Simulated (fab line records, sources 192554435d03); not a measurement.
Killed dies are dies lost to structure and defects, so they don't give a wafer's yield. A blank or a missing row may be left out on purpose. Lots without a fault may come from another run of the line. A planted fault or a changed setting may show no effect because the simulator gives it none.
Which tool did it? | flow n5_finfet | 24 lots, 72 wafers sampled, at 2 steps of a route of 1938

WHAT THE GAUGES READ, wafer by wafer
N5_MOL_CONTACT_COAG_CD_MEAS_08: target cd 28 nm. Usual: cd_nm 27.93 nm, standard deviation 0.24.
lot  | measured     | on        | cd_nm (nm)        | flag
L074 | day 4 16:17  | cd_sem-02 | 27.52 28.20 27.72 |
L075 | day 4 23:59  | cd_sem-03 | 27.94 28.00 27.96 |
L076 | day 5 01:44  | cd_sem-01 | 28.27 27.68 28.13 |
L077 | day 5 08:51  | cd_sem-03 | 27.87 28.05 28.23 |
L078 | day 5 15:16  | cd_sem-02 | 28.29 27.96 27.62 |
L079 | day 6 00:01  | cd_sem-03 | 27.79 28.16 27.86 |
L080 | day 6 09:17  | cd_sem-03 | 27.90 28.51 28.23 |
L081 | day 6 13:50  | cd_sem-01 | 27.89 27.47 28.18 |
L082 | day 6 15:46  | cd_sem-03 | 28.31 28.04 27.97 |
L083 | day 6 21:11  | cd_sem-03 | 27.80 28.09 28.06 |
L084 | day 7 05:58  | cd_sem-03 | 27.82 27.50 27.86 |
L085 | day 7 08:29  | cd_sem-03 | 27.94 27.71 28.19 |
L086 | day 7 16:44  | cd_sem-01 | 28.33 27.74 27.98 |
L087 | day 7 22:29  | cd_sem-03 | 27.98 28.22 28.29 |
L088 | day 8 03:56  | cd_sem-01 | 28.17 28.22 28.08 |
L089 | day 8 10:47  | cd_sem-01 | 27.79 27.45 27.94 |
L090 | day 8 14:20  | cd_sem-02 | 27.76 27.55 27.63 |
L091 | day 8 20:13  | cd_sem-02 | 27.97 27.92 27.75 |
L092 | day 9 00:55  | cd_sem-02 | 27.92 27.82 27.84 |
L093 | day 9 08:37  | cd_sem-03 | 27.93 27.63 27.97 |
L094 | day 9 22:20  | cd_sem-01 | 27.73 27.84 27.49 |
L095 | day 9 23:17  | cd_sem-02 | 28.32 27.98 27.89 |
L096 | day 10 06:02 | cd_sem-02 | 28.14 27.83 27.83 |
L097 | day 10 12:09 | cd_sem-03 | 27.85 27.81 28.17 |

WHICH TOOL RAN EACH LOT (tool, then ch and the chambers of the sampled wafers, then the start)
lot  | N5_GATE_CUT_ALD_22
L074 | ald_sin-03 ch 1,2,3, day 4 13:22
L075 | ald_sin-04 ch 0,1,3, day 4 21:10
L076 | ald_sin-03 ch 0,2,3, day 4 22:55
L077 | ald_sin-03 ch 0,2,3, day 5 06:02
L078 | ald_sin-01 ch 1,2,3, day 5 12:26
L079 | ald_sin-03 ch 0,2, day 5 21:11
L080 | ald_sin-04 ch 1,2,3, day 6 06:00
L081 | ald_sin-03 ch 0,2,3, day 6 11:01
L082 | ald_sin-04 ch 1,2,3, day 6 12:49
L083 | ald_sin-03 ch 0,1,3, day 6 18:22
L084 | ald_sin-03 ch 0,3, day 7 03:00
L085 | ald_sin-04 ch 0,2,3, day 7 05:40
L086 | ald_sin-01 ch 0,1,2, day 7 13:55
L087 | ald_sin-03 ch 2,3, day 7 19:40
L088 | ald_sin-01 ch 0,2,3, day 8 01:07
L089 | ald_sin-03 ch 1,2,3, day 8 07:54
L090 | ald_sin-04 ch 1,2,3, day 8 11:31
L091 | ald_sin-04 ch 1,2, day 8 17:16
L092 | ald_sin-01 ch 0,2,3, day 8 21:58
L093 | ald_sin-01 ch 0,3, day 9 05:43
L094 | ald_sin-04 ch 0,2, day 9 19:13
L095 | ald_sin-01 ch 0,1,2, day 9 20:21
L096 | ald_sin-01 ch 0,1,2, day 10 02:47
L097 | ald_sin-04 ch 1,2,3, day 10 09:19
- N5_GATE_CUT_ALD_22: deposits SiNx, target thk 16 nm, pulse time 1 s, ald cycles 320.

WHAT THE TOOLS THEMSELVES READ (means of the sampled wafers that have a number; where no wafer has one, the mark that the record gives instead)
N5_GATE_CUT_ALD_22. Usual: heater_power_w 880 W, standard deviation 110; precursor_pulse_height_rel 1.002, standard deviation 0.021.
lot  | tool       | heater_power_w (W) | precursor_pulse_height_rel | flag
L074 | ald_sin-03 | 878                | 1.001                      |
L075 | ald_sin-04 | 814                | 0.988                      |
L076 | ald_sin-03 | 898                | 1.008                      |
L077 | ald_sin-03 | 897                | 0.986                      |
L078 | ald_sin-01 | 921                | 0.992                      |
L079 | ald_sin-03 | 840                | 1.007                      |
L080 | ald_sin-04 | 835                | 1.021                      |
L081 | ald_sin-03 | 896                | 1.014                      |
L082 | ald_sin-04 | 845                | 1.006                      |
L083 | ald_sin-03 | 937                | 0.995                      |
L084 | ald_sin-03 | 941                | 1.000                      |
L085 | ald_sin-04 | 880                | 1.011                      |
L086 | ald_sin-01 | 938                | 0.977                      |
L087 | ald_sin-03 | 877                | 0.993                      |
L088 | ald_sin-01 | 921                | 0.977                      |
L089 | ald_sin-03 | 887                | 1.008                      |
L090 | ald_sin-04 | 832                | 1.011                      |
L091 | ald_sin-04 | 895                | 1.013                      |
L092 | ald_sin-01 | 917                | 0.999                      |
L093 | ald_sin-01 | 826                | 0.993                      |
L094 | ald_sin-04 | 914                | 1.000                      |
L095 | ald_sin-01 | 932                | 1.022                      |
L096 | ald_sin-01 | 948                | 1.006                      |
L097 | ald_sin-04 | 837                | 1.008                      |

THE ANSWER, worked out from the rows above alone
Rule: a lot is off if the mean of its wafers that have a number lies more than 3 standard deviations from the usual mean. A lot without any number at a reading at which 4 lots or more have one is off too. The other lots that the step has rows for count as sound. The gauges are gone through in route order, then the tools' own readings, and for those a lot's mean is taken as printed above. The first step at which some lot is off is used, and at that step the reading that is off furthest; a lot without a number counts as furthest.
No lot is off at any reading shown: from this, nothing can be told.

WHAT THE SIMULATOR HAD PUT IN
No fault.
